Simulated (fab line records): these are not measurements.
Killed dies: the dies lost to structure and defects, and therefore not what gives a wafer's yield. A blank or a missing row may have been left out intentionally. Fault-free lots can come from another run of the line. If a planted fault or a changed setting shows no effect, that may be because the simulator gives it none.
Matching of chambers ; flow n5-finfet ; N5_MIM_TOP_ALD_00 on ald-hk-03 has 4 sister chambers
The step deposits Al2O3, purge time 3 s, co reactant pulse time 3 s. 22 wafers are shown with their chamber, then 11 later ones without.

WAFERS WITH THEIR CHAMBER
wafer;chamber;precursor-pulse-height-rel
L075.3;0;0.989
L075.4;1;1.017
L075.6;2;0.996
L078.1;1;1.001
L078.3;3;1.002
L078.5;0;0.980
L079.1;2;1.005
L079.4;3;1.031
L079.6;2;0.974
L082.2;3;0.998
L082.4;0;1.013
L082.6;1;0.946
L084.3;3;0.990
L084.4;0;1.019
L084.5;0;0.982
L086.2;1;1.002
L086.3;3;0.975
L086.5;2;1.012
L089.4;2;1.043
L089.5;3;0.995
L089.6;2;0.981
L091.1;1;0.985

SIGNATURES (averages over the wafers above)
reading;chamber 0;chamber 1;chamber 2;chamber 3;scatter within a chamber
precursor-pulse-height-rel;0.99660;0.99020;1.00183;0.99850;0.0224
Rule: for a wafer and a chamber, the distance is found by dividing, reading by reading, the gap between the wafer's reading and the chamber's mean by the reading's scatter, squaring, summing and taking the root. If the next closest chamber is less than 2 further off than the closest, the wafer can't be placed; otherwise it belongs to the closest. The scatter: take each reading less its chamber's mean, square it, sum over the shown wafers, divide by the number of wafers less the number of chambers, and take the root.

WAFERS WITH NO CHAMBER GIVEN
wafer;precursor-pulse-height-rel
L091.2;1.025
L091.5;0.997
L090.3;0.982
L090.4;1.006
L090.5;1.020
L095.1;1.012
L095.2;0.999
L095.3;0.985
L096.2;1.027
L096.3;1.001
L096.4;0.993

WHICH CHAMBER EACH ONE RAN IN
wafer;from the rows above;in truth
L091.2;can't be placed: 2 or 3 or 0 or 1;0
L091.5;can't be placed: 0 or 3 or 2 or 1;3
L090.3;can't be placed: 1 or 0 or 3 or 2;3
L090.4;can't be placed: 2 or 3 or 0 or 1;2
L090.5;can't be placed: 2 or 3 or 0 or 1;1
L095.1;can't be placed: 2 or 3 or 0 or 1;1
L095.2;can't be placed: 3 or 0 or 2 or 1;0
L095.3;can't be placed: 1 or 0 or 3 or 2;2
L096.2;can't be placed: 2 or 3 or 0 or 1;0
L096.3;can't be placed: 2 or 3 or 0 or 1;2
L096.4;can't be placed: 1 or 0 or 3 or 2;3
Correctly placed: 0 of 11. Unplaceable from these rows: 11, with the true chamber sitting among the candidates in 11. Number placed wrongly: 0.
